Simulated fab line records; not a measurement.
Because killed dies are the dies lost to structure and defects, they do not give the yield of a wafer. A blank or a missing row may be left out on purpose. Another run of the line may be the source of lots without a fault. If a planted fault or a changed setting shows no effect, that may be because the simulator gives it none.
Which tool is to blame? ; flow n5Finfet ; 12 lots, 36 wafers sampled, at 5 steps of a route of 1938

== WHAT THE GAUGES SHOWED, per wafer ==
N5_BEOL_M7_THK_MEAS_53: measures by xrf.
lot;measured;on;M7_THK (nm)
L076;day 11 13:08;filmMetro-01;81.2 78.3 81.9
L075;day 12 06:30;filmMetro-02;81.5 79.7 80.0
L079;day 12 14:20;filmMetro-02;78.2 80.3 78.3
L081;day 13 13:31;filmMetro-01;81.3 80.8 79.2
L084;day 13 18:10;filmMetro-02;78.7 75.2 76.0
L085;day 14 05:27;filmMetro-01;80.3 77.6 79.4
L086;day 15 00:44;filmMetro-01;81.5 80.4 79.9
L089;day 15 04:46;filmMetro-02;80.1 81.5 78.5
L092;day 16 04:08;filmMetro-02;79.0 83.4 81.1
L093;day 16 11:38;filmMetro-01;83.3 79.2 83.4
L094;day 16 15:50;filmMetro-01;82.2 82.0 82.2
L097;day 17 02:21;filmMetro-01;80.3 81.3 80.7

== TOOL THAT RAN EACH LOT (tool first, then ch and the chambers of the sampled wafers, then the start) ==
lot;N5_BEOL_M7_STRIP_19;N5_BEOL_M7_ETCH_41;N5_BEOL_M7_CURE_75;N5_BEOL_M7_ALD_77
L076;rieDiel-02 ch 0,2, day 11 09:02;rieDiel-05 ch 2,3, day 11 10:23 or earlier;uvCure-01 ch 2, day 11 10:23;aldMetal-02 ch 1,2,3, day 11 10:53
L075;rieDiel-06 ch 0,3, day 12 01:58;rieDiel-05 ch 0,2, day 12 04:34 or earlier;uvCure-02 ch 0, day 12 04:34;aldMetal-01 ch 1,3, day 12 05:04
L079;rieDiel-02 ch 1,2, day 12 09:05;rieDiel-06 ch 0,1,2, day 12 12:19 or earlier;uvCure-03 ch 2, day 12 12:19;aldMetal-04 ch 0,3, day 12 12:58
L081;rieDiel-06 ch 0,1,3, day 13 08:35;rieDiel-02 ch 0,1,3, day 13 10:24 or earlier;uvCure-01 ch 1, day 13 10:24;aldMetal-04 ch 0,1,2, day 13 12:02
L084;rieDiel-02 ch 0,1,3, day 13 13:35;rieDiel-06 ch 0,2, day 13 15:40 or earlier;uvCure-02 ch 1, day 13 15:40;aldMetal-02 ch 0,1,2, day 13 16:14
L085;rieDiel-05 ch 0,1,3, day 14 01:10;rieDiel-06 ch 1,2,3, day 14 03:26 or earlier;uvCure-03 ch 0, day 14 03:26;aldMetal-04 ch 0,1,3, day 14 04:07
L086;rieDiel-02 ch 1,2,3, day 14 19:52;rieDiel-05 ch 0,2, day 14 22:47 or earlier;uvCure-02 ch 0, day 14 22:47;aldMetal-04 ch 0,2,3, day 14 23:14
L089;rieDiel-02 ch 1,3, day 15 00:03;rieDiel-05 ch 0,2, day 15 01:58 or earlier;uvCure-03 ch 2, day 15 01:58;aldMetal-04 ch 0,2,3, day 15 03:08
L092;rieDiel-06 ch 0,2, day 15 21:14;rieDiel-02 ch 0,1,2, day 16 01:50 or earlier;uvCure-03 ch 0, day 16 01:50;aldMetal-02 ch 2,3, day 16 02:34
L093;rieDiel-02 ch 0,2,3, day 16 06:31;rieDiel-02 ch 0,2, day 16 09:25 or earlier;uvCure-01 ch 2, day 16 09:25;aldMetal-01 ch 1,2, day 16 09:53
L094;rieDiel-02 ch 0,1,2, day 16 10:10;rieDiel-06 ch 0,1,3, day 16 11:33 or earlier;uvCure-01 ch 0, day 16 11:33;aldMetal-01 ch 1,2, day 16 14:16
L097;rieDiel-06 ch 0,2,3, day 16 19:34;rieDiel-06 ch 0,3, day 16 23:21 or earlier;uvCure-01 ch 2, day 16 23:21;aldMetal-01 ch 0,2, day 17 00:29
- N5_BEOL_M7_STRIP_19: strips in O2.
- N5_BEOL_M7_ETCH_41: etches SiCN in CH3F/O2, target depth 31.9 nm, time 57.8 s.
- N5_BEOL_M7_CURE_75: cures SiCOH lowk, time 120 s.
- N5_BEOL_M7_ALD_77: deposits TaN, target thk 2 nm, pulse time 2 s, purge time 3 s.

== THE ANSWER, worked out from the rows above alone ==
Rule: what is usual is taken from the lots themselves. Put in order of their means at a reading, lots are off if they are a third of the lots or fewer, leave a main group of 4 or more, and stand apart from it by a gap of 3 or more times the standard deviation of the main group's means; of several such gaps the widest counts. A main group whose means are all the same, to the digits that the tables above print for the reading, isn't used. Also off: a lot with no number at a reading for which 4 or more lots have one. The other lots that the step has rows for count as sound.
None of the lots is off at any reading shown; this tells nothing.

== WHAT THE SIMULATOR PUT IN ==
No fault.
